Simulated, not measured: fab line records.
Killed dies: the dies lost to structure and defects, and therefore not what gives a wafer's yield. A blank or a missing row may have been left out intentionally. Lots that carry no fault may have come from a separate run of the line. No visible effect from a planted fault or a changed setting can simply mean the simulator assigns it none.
Lot-split experiment | flow n5-finfet | 7 lots, 39 wafers read, on a route of 1938 steps

ON THE SPLIT
At N5_SD_EPI_N_DESCUM_14 (chemistry O2, time 7.9 s), the setting time-s was moved away from the recipe's 7.9 s on 12 of the 39 wafers read, by -42.2% to +45.4%. This setting was run at the recipe's value on the other wafers.

The reading is taken at the split's own step.

THE READING
CAR-ArF-block_of_SD_EPI_N_COAT_03.thk-nm (the simulator's own value, which no gauge read), in nm, at N5_SD_EPI_N_DESCUM_14 (chemistry O2, time 7.9 s). No usual value for it is given in the file. Here, 27 wafers ran the recipe; their average is 143.6 nm with a standard deviation of 0.36 nm.

wafer  | tool, chamber at the split | time-s as run, s | against the recipe | CAR-ArF-block_of_SD_EPI_N_COAT_03.thk-nm, nm | against lot-mates on the recipe
L081.1 | rie-diel-05, 3,1           | 7.9              | recipe             | 143.2                                        | -
L081.2 | rie-diel-05, 3,1           | 7.9              | recipe             | 143.2                                        | -
L081.3 | rie-diel-05, 0,2           | 7.9              | recipe             | 143.6                                        | -
L081.6 | rie-diel-05, 0,2           | 7.9              | recipe             | 143.6                                        | -
L081.4 | rie-diel-05, 2             | 7.9              | recipe             | 143.8                                        | -
L081.5 | rie-diel-05, 3             | 7.9              | recipe             | 143.4                                        | -
L082.1 | rie-diel-06, 1             | 7.9              | recipe             | 143                                          | -
L082.2 | rie-diel-06, 2             | 5.812            | -26.4%             | 144.8                                        | +1.6
L082.3 | rie-diel-06, 3             | 5.812            | -26.4%             | 144.2                                        | +1.0
L082.4 | rie-diel-06, 0             | 7.9              | recipe             | 143.2                                        | -
L082.5 | rie-diel-06, 2             | 5.812            | -26.4%             | 144.6                                        | +1.4
L082.6 | rie-diel-06, 3             | 7.9              | recipe             | 143.4                                        | -
L093.1 | rie-diel-05, 2             | 7.9              | recipe             | 144                                          | -
L093.2 | rie-diel-05, 3,1           | 9.446            | +19.6%             | 142.8                                        | -0.9
L093.5 | rie-diel-05, 3,1           | 9.446            | +19.6%             | 142.8                                        | -0.9
L093.3 | rie-diel-05, 1             | 7.9              | recipe             | 143.4                                        | -
L093.4 | rie-diel-05, 0             | 9.446            | +19.6%             | 142.6                                        | -1.1
L093.6 | rie-diel-05, 0             | 7.9              | recipe             | 143.8                                        | -
L094.1 | rie-diel-05, 0,2,1         | 7.9              | recipe             | 143.6                                        | -
L094.4 | rie-diel-05, 0,2,1         | 7.9              | recipe             | 143.6                                        | -
L094.6 | rie-diel-05, 0,2,1         | 7.9              | recipe             | 143.6                                        | -
L094.2 | rie-diel-05, 1             | 7.9              | recipe             | 143.4                                        | -
L094.3 | rie-diel-05, 3             | 7.9              | recipe             | 144                                          | -
L094.5 | rie-diel-05, 2             | 7.9              | recipe             | 143.2                                        | -
L095.1 | rie-diel-05, 3             | 11.49            | +45.4%             | 142.2                                        | -1.9
L095.2 | rie-diel-05, 0,1           | 7.9              | recipe             | 144                                          | -
L095.3 | rie-diel-05, 0,1           | 7.9              | recipe             | 144                                          | -
L095.4 | rie-diel-05, 2             | 11.49            | +45.4%             | 142                                          | -2.1
L095.5 | rie-diel-05, 2             | 7.9              | recipe             | 144.2                                        | -
L095.6 | rie-diel-05, 3             | 11.49            | +45.4%             | 141.8                                        | -2.3
L096.1 | rie-diel-04, 2             | 7.9              | recipe             | 144.4                                        | -
L096.3 | rie-diel-04, 3             | 7.9              | recipe             | 143.6                                        | -
L096.5 | rie-diel-04, 3             | 7.9              | recipe             | 144.2                                        | -
L097.1 | rie-diel-04, 3             | 7.9              | recipe             | 143.4                                        | -
L097.2 | rie-diel-04, 1             | 7.9              | recipe             | 143.6                                        | -
L097.3 | rie-diel-04, 0             | 7.9              | recipe             | 143.2                                        | -
L097.4 | rie-diel-04, 2,3           | 4.567            | -42.2%             | 145.4                                        | +2.0
L097.6 | rie-diel-04, 2,3           | 4.567            | -42.2%             | 145.4                                        | +2.0
L097.5 | rie-diel-04, 0             | 4.567            | -42.2%             | 145.2                                        | +1.8
When a row names more than one chamber, that row covers several wafers, and the file does not tell which wafer ran in which chamber.

THE FIT
A straight line over all 39 wafers: CAR-ArF-block_of_SD_EPI_N_COAT_03.thk-nm changes by -0.038 nm for each +1% of time-s; r = -0.92; the points scatter about the line by 0.33 nm.
The same after taking each lot's own level away (the mean of its wafers on the recipe; 39 wafers): -0.0467 nm for each +1%; r = -0.97; scatter 0.22 nm.
Per that fit: largest time-s move, reading shift of 2.1 nm.
Measured against the standard deviation above, the lots' own levels, which go from 143.20 to 144.07 nm, span 2.4 times it.
So the lot-to-lot level changes the slope: the two fits differ.
Check: -2.17 nm against its lot-mates is what the line predicts for one of the wafers moved furthest among these (+45.4%) when that wafer is left out of the fit. Against them it came out at -1.87 nm.

THESE WAFERS: OTHER SPLITS
These wafers also went through other splits before the reading. Each is held against what the fit with the lots' levels taken away leaves over:
other split on the same wafers | wafers away from the commonest value | r with CAR-ArF-block_of_SD_EPI_N_COAT_03.thk-nm (lot level and that fit taken away)
N5_FIN_SAQP_PECVD_06 time-s    | 15                                   | +0.06

THE FILE'S OWN FIT
CAR-ArF-block_of_SD_EPI_N_COAT_03.thk-nm changes by -0.0467 nm for each +1% of time-s, r = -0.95.
